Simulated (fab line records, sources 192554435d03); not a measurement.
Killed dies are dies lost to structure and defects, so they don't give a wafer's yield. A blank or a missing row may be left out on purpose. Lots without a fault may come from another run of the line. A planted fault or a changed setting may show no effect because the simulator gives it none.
Which tool did it? | flow n5_finfet | 8 lots, 24 wafers sampled, at 5 steps of a route of 1938

WHAT THE GAUGES READ, wafer by wafer
N5_MOL_CONTACT_COAG_INSPECT_10: inspects for defects (brightfield). Usual: raw_defect_count 68, standard deviation 27.
lot  | measured    | on                | raw_defect_count | flag
L546 | day 5 10:05 | defect_inspect-02 | 39 51 61         |
L547 | day 5 10:59 | defect_inspect-02 | 42 57 45         |
L549 | day 6 00:26 | defect_inspect-02 | 94 40 104        |
L551 | day 6 10:47 | defect_inspect-01 | 46 48 52         |
L554 | day 7 04:37 | defect_inspect-02 | 97 87 69         |
L553 | day 7 10:33 | defect_inspect-01 | 64 59 65         |
L560 | day 8 12:12 | defect_inspect-01 | 48 145 64        |
L564 | day 9 17:11 | defect_inspect-02 | 54 96 93         |

N5_BEOL_M4_RC_MEAS_101. Usual: DIBL_N 36.1 mV/V, standard deviation 1.6; DIBL_P 36.6 mV/V, standard deviation 1.9; IOFF_N 0.160 nA/um, standard deviation 0.026; IOFF_P 0.210 nA/um, standard deviation 0.028; ION_N 677 uA/um, standard deviation 10; ION_P 464 uA/um, standard deviation 6.9; SS_N 71.4 mV/dec, standard deviation 0.56; SS_P 73.3 mV/dec, standard deviation 0.61; VT_N 249.1 mV, standard deviation 2.6; VT_P -250 mV, standard deviation 3.3.
lot  | measured     | on        | DIBL_N (mV/V)  | DIBL_P (mV/V)  | IOFF_N (nA/um)    | IOFF_P (nA/um)    | ION_N (uA/um) | ION_P (uA/um) | SS_N (mV/dec)  | SS_P (mV/dec)  | VT_N (mV)         | VT_P (mV)      | flag
L546 | day 8 18:49  | prober-01 | 37.3 34.0 35.0 | 38.1 33.5 34.0 | 0.174 0.107 0.120 | 0.238 0.166 0.170 | 687 657 663   | 473 455 458   | 71.9 71.0 70.8 | 73.8 72.6 73.5 | 250.0 256.2 253.8 | -248 -255 -254 |
L547 | day 8 13:53  | prober-01 | 36.4 34.7 35.3 | 38.0 36.5 36.5 | 0.166 0.136 0.143 | 0.235 0.211 0.214 | 695 672 683   | 483 472 473   | 71.1 71.5 71.5 | 73.5 72.5 73.6 | 247.1 252.0 250.8 | -245 -249 -247 |
L549 | day 9 15:33  | prober-02 | 35.6 34.9 33.4 | 36.2 35.3 33.9 | 0.157 0.144 0.128 | 0.204 0.190 0.175 | 668 678 662   | 458 466 460   | 71.2 70.7 71.4 | 73.5 73.0 72.2 | 250.6 251.0 250.9 | -252 -250 -254 |
L551 | day 9 23:47  | prober-01 | 38.0 37.6 38.1 | 38.7 38.7 38.3 | 0.172 0.176 0.159 | 0.209 0.210 0.192 | 681 683 679   | 461 456 459   | 71.2 71.5 71.7 | 73.9 74.3 73.7 | 251.7 246.0 251.9 | -252 -253 -253 |
L554 | day 10 19:41 | prober-01 | 37.0 37.7 36.6 | 36.2 36.5 34.9 | 0.134 0.139 0.134 | 0.190 0.178 0.172 | 681 664 663   | 463 456 460   | 71.4 71.0 70.8 | 73.1 72.9 73.1 | 250.9 251.3 252.4 | -253 -252 -254 |
L553 | day 11 08:06 | prober-01 | 33.8 36.5 33.9 | 35.6 38.3 35.4 | 0.144 0.198 0.141 | 0.198 0.240 0.193 | 680 682 673   | 462 465 463   | 70.4 71.9 71.2 | 72.0 73.4 72.9 | 250.6 247.1 251.9 | -247 -248 -249 |
L560 | day 12 15:07 | prober-01 | 37.5 38.2 35.3 | 37.3 38.2 34.5 | 0.176 0.191 0.139 | 0.220 0.222 0.180 | 680 688 671   | 462 463 461   | 71.5 71.8 70.9 | 73.9 74.1 73.6 | 245.7 247.6 250.8 | -252 -250 -254 |
L564 | day 12 19:46 | prober-02 | 38.1 33.5 35.5 | 39.7 34.0 36.6 | 0.212 0.131 0.159 | 0.267 0.178 0.222 | 687 685 686   | 473 471 474   | 71.9 70.5 70.9 | 74.3 72.3 73.9 | 243.8 251.5 248.0 | -244 -249 -243 |

WHICH TOOL RAN EACH LOT (tool, then ch and the chambers of the sampled wafers, then the start)
lot  | N5_MOL_CONTACT_COAG_ETCH_59       | N5_MOL_CONTACT_COAG_ETCH_106      | N5_MOL_CONTACT_COAG_CONTACT_ETCH_14
L546 | rie_diel-06 ch 1,2, day 5 10:10   | rie_diel-06 ch 1,2, day 5 10:13   | rie_diel-06 ch 1,2, day 5 10:19
L547 | rie_diel-06 ch 0,1, day 5 11:04   | rie_diel-06 ch 0,1, day 5 11:07   | rie_diel-06 ch 0,1, day 5 11:13
L549 | rie_diel-02 ch 0,1,3, day 6 00:32 | rie_diel-02 ch 0,1,3, day 6 00:35 | rie_diel-02 ch 0,1,3, day 6 00:41
L551 | rie_diel-01 ch 1,2,3, day 6 10:52 | rie_diel-01 ch 1,2,3, day 6 10:55 | rie_diel-01 ch 1,2,3, day 6 11:01
L554 | rie_diel-02 ch 0,2,3, day 7 04:43 | rie_diel-02 ch 0,2,3, day 7 04:46 | rie_diel-02 ch 0,2,3, day 7 04:52
L553 | rie_diel-01 ch 1,2,3, day 7 10:37 | rie_diel-01 ch 1,2,3, day 7 10:40 | rie_diel-01 ch 1,2,3, day 7 10:46
L560 | rie_diel-06 ch 1,2, day 8 12:19   | rie_diel-06 ch 1,2, day 8 12:22   | rie_diel-06 ch 1,2, day 8 12:28
L564 | rie_diel-06 ch 1,3, day 9 17:15   | rie_diel-06 ch 1,3, day 9 17:17   | rie_diel-06 ch 1,3, day 9 17:23
- N5_MOL_CONTACT_COAG_ETCH_59: etches underlayer in N2/H2, target depth 13 nm, time 10.4 s.
- N5_MOL_CONTACT_COAG_ETCH_106: etches SOC in N2/H2, target depth 80 nm, overetch 16 nm, time 120 s.
- N5_MOL_CONTACT_COAG_CONTACT_ETCH_14: etches SiO2 in C4F6/O2, target depth 27.5 nm, overetch 8.5 nm, time 20 s.

WHAT THE TOOLS THEMSELVES READ (means of the sampled wafers that have a number; where no wafer has one, the mark that the record gives instead)
N5_MOL_CONTACT_COAG_ETCH_59. Usual: bias_w 150.0 W, standard deviation 0.46; chamber_pressure_mTorr 29.997 mTorr, standard deviation 0.026; drypump_motor_current_A 5.4 A, standard deviation 0.34; etch_rf_on_time_s 10.25 s, standard deviation 0.27; h2_flow_sccm 200.1 sccm, standard deviation 0.62; oes_product_au 0.66 a.u., standard deviation 0.07; rf_vpp_V 525.6 V, standard deviation 1.9; showerhead_plenum_p_Torr 2.60 Torr, standard deviation 0.064; throttle_valve_pct 17.87 %, standard deviation 0.18.
lot  | tool        | bias_w (W) | chamber_pressure_mTorr (mTorr) | drypump_motor_current_A (A) | etch_rf_on_time_s (s) | h2_flow_sccm (sccm) | oes_product_au (a.u.) | rf_vpp_V (V) | showerhead_plenum_p_Torr (Torr) | throttle_valve_pct (%) | flag
L546 | rie_diel-06 | 150.1      | 30.007                         | 5.4                         | 10.27                 | 200.2               | 0.63                  | 526.7        | 2.63                            | 17.59                  |
L547 | rie_diel-06 | 149.7      | 30.002                         | 5.3                         | 10.02                 | 200.2               | 0.67                  | 526.2        | 2.65                            | 17.95                  |
L549 | rie_diel-02 | 150.3      | 29.959                         | 5.6                         | 10.46                 | 200.1               | 0.69                  | 526.4        | 2.64                            | 17.94                  |
L551 | rie_diel-01 | 149.9      | 30.004                         | 5.4                         | 10.32                 | 200.3               | 0.65                  | 523.9        | 2.54                            | 17.84                  |
L554 | rie_diel-02 | 150.4      | 30.001                         | 5.5                         | 10.34                 | 200.1               | 0.68                  | 525.3        | 2.63                            | 17.87                  |
L553 | rie_diel-01 | 150.6      | 30.007                         | 5.4                         | 10.25                 | 199.7               | 0.65                  | 523.9        | 2.54                            | 17.85                  |
L560 | rie_diel-06 | 149.8      | 29.974                         | 5.2                         | 9.08                  | 199.4               | 0.68                  | 526.8        | 2.62                            | 17.67                  | OFF
L564 | rie_diel-06 | 149.8      | 29.980                         | 5.7                         | 8.71                  | 199.9               | 0.80                  | 524.1        | 2.52                            | 17.79                  | OFF

N5_MOL_CONTACT_COAG_ETCH_106. Usual: bias_w 150.0 W, standard deviation 0.46; chamber_pressure_mTorr 29.995 mTorr, standard deviation 0.024; drypump_motor_current_A 5.4 A, standard deviation 0.34; h2_flow_sccm 200.0 sccm, standard deviation 0.68; oes_product_au 0.68 a.u., standard deviation 0.067; rf_vpp_V 525.6 V, standard deviation 1.8; showerhead_plenum_p_Torr 2.60 Torr, standard deviation 0.064; temp_c 40.00 C, standard deviation 0.11; throttle_valve_pct 17.84 %, standard deviation 0.19.
lot  | tool        | bias_w (W) | chamber_pressure_mTorr (mTorr) | drypump_motor_current_A (A) | h2_flow_sccm (sccm) | oes_product_au (a.u.) | rf_vpp_V (V) | showerhead_plenum_p_Torr (Torr) | temp_c (C) | throttle_valve_pct (%) | flag
L546 | rie_diel-06 | 150.0      | 29.969                         | 5.4                         | 200.2               | 0.66                  | 526.5        | 2.63                            | 39.91      | 17.56                  |
L547 | rie_diel-06 | 149.8      | 30.004                         | 5.3                         | 199.6               | 0.69                  | 526.6        | 2.65                            | 39.99      | 17.92                  |
L549 | rie_diel-02 | 150.0      | 29.969                         | 5.6                         | 200.0               | 0.72                  | 527.2        | 2.64                            | 39.97      | 17.93                  |
L551 | rie_diel-01 | 150.3      | 29.980                         | 5.4                         | 200.0               | 0.68                  | 523.7        | 2.54                            | 40.06      | 17.81                  |
L554 | rie_diel-02 | 150.0      | 29.979                         | 5.5                         | 199.9               | 0.71                  | 526.3        | 2.63                            | 39.99      | 17.85                  |
L553 | rie_diel-01 | 149.7      | 29.987                         | 5.4                         | 200.4               | 0.67                  | 524.0        | 2.54                            | 40.02      | 17.82                  |
L560 | rie_diel-06 | 150.5      | 29.972                         | 5.1                         | 200.4               | 0.65                  | 526.4        | 2.62                            | 40.02      | 17.63                  |
L564 | rie_diel-06 | 150.2      | 29.991                         | 5.6                         | 199.7               | 0.75                  | 523.0        | 2.52                            | 40.09      | 17.73                  |

N5_MOL_CONTACT_COAG_CONTACT_ETCH_14. Usual: bias_w 184.9 W, standard deviation 0.55; chamber_pressure_mTorr 30.001 mTorr, standard deviation 0.027; drypump_motor_current_A 5.4 A, standard deviation 0.34; mfc_ar_sccm 300.1 sccm, standard deviation 0.88; oes_product_au 0.65 a.u., standard deviation 0.063; rf_vpp_V 694.7 V, standard deviation 2.4; showerhead_plenum_p_Torr 2.95 Torr, standard deviation 0.066; throttle_valve_pct 21.29 %, standard deviation 0.13.
lot  | tool        | bias_w (W) | chamber_pressure_mTorr (mTorr) | drypump_motor_current_A (A) | mfc_ar_sccm (sccm) | oes_product_au (a.u.) | rf_vpp_V (V) | showerhead_plenum_p_Torr (Torr) | throttle_valve_pct (%) | flag
L546 | rie_diel-06 | 185.4      | 30.011                         | 5.4                         | 300.6              | 0.63                  | 696.2        | 2.99                            | 21.12                  |
L547 | rie_diel-06 | 184.8      | 29.985                         | 5.3                         | 300.0              | 0.66                  | 697.4        | 3.01                            | 21.37                  |
L549 | rie_diel-02 | 185.2      | 30.015                         | 5.6                         | 299.6              | 0.69                  | 697.1        | 2.97                            | 21.29                  |
L551 | rie_diel-01 | 184.7      | 30.003                         | 5.4                         | 299.4              | 0.64                  | 693.2        | 2.88                            | 21.23                  |
L554 | rie_diel-02 | 184.9      | 29.986                         | 5.5                         | 300.5              | 0.68                  | 695.3        | 2.96                            | 21.28                  |
L553 | rie_diel-01 | 185.3      | 30.035                         | 5.4                         | 300.2              | 0.64                  | 692.9        | 2.88                            | 21.25                  |
L560 | rie_diel-06 | 184.7      | 30.017                         | 5.2                         | 299.9              | 0.62                  | 696.3        | 3.00                            | 21.15                  |
L564 | rie_diel-06 | 184.8      | 30.019                         | 5.6                         | 299.9              | 0.71                  | 692.4        | 2.87                            | 21.27                  |

THE ANSWER, worked out from the rows above alone
Rule: a lot is off if the mean of its wafers that have a number lies more than 3 standard deviations from the usual mean. A lot without any number at a reading at which 4 lots or more have one is off too. The other lots that the step has rows for count as sound. The gauges are gone through in route order, then the tools' own readings, and for those a lot's mean is taken as printed above. The first step at which some lot is off is used, and at that step the reading that is off furthest; a lot without a number counts as furthest.
Off: L560, L564, at N5_MOL_CONTACT_COAG_ETCH_59 (etch_rf_on_time_s).
A tool fits if, at that step or a process step before it, it ran every lot that is off, and no sound lot after the first of them. One fits: rie_diel-06 at N5_MOL_CONTACT_COAG_ETCH_59. Its last sound lot is L547 (day 5 11:04), its first lot that is off L560 (day 8 12:19): a fault that began between those two fits.
The tool's own readings at N5_MOL_CONTACT_COAG_ETCH_59 bear it out: on the lots that are off they differ by more than 5 times the standard deviation of the sound lots' means. etch_rf_on_time_s reads 8.89 s there against 10.28 s on the sound lots.

WHAT THE SIMULATOR HAD PUT IN
Process parameter drift: rie_diel-06, from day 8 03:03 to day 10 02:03, at N5_MOL_CONTACT_COAG_ETCH_59. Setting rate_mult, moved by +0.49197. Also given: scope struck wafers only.
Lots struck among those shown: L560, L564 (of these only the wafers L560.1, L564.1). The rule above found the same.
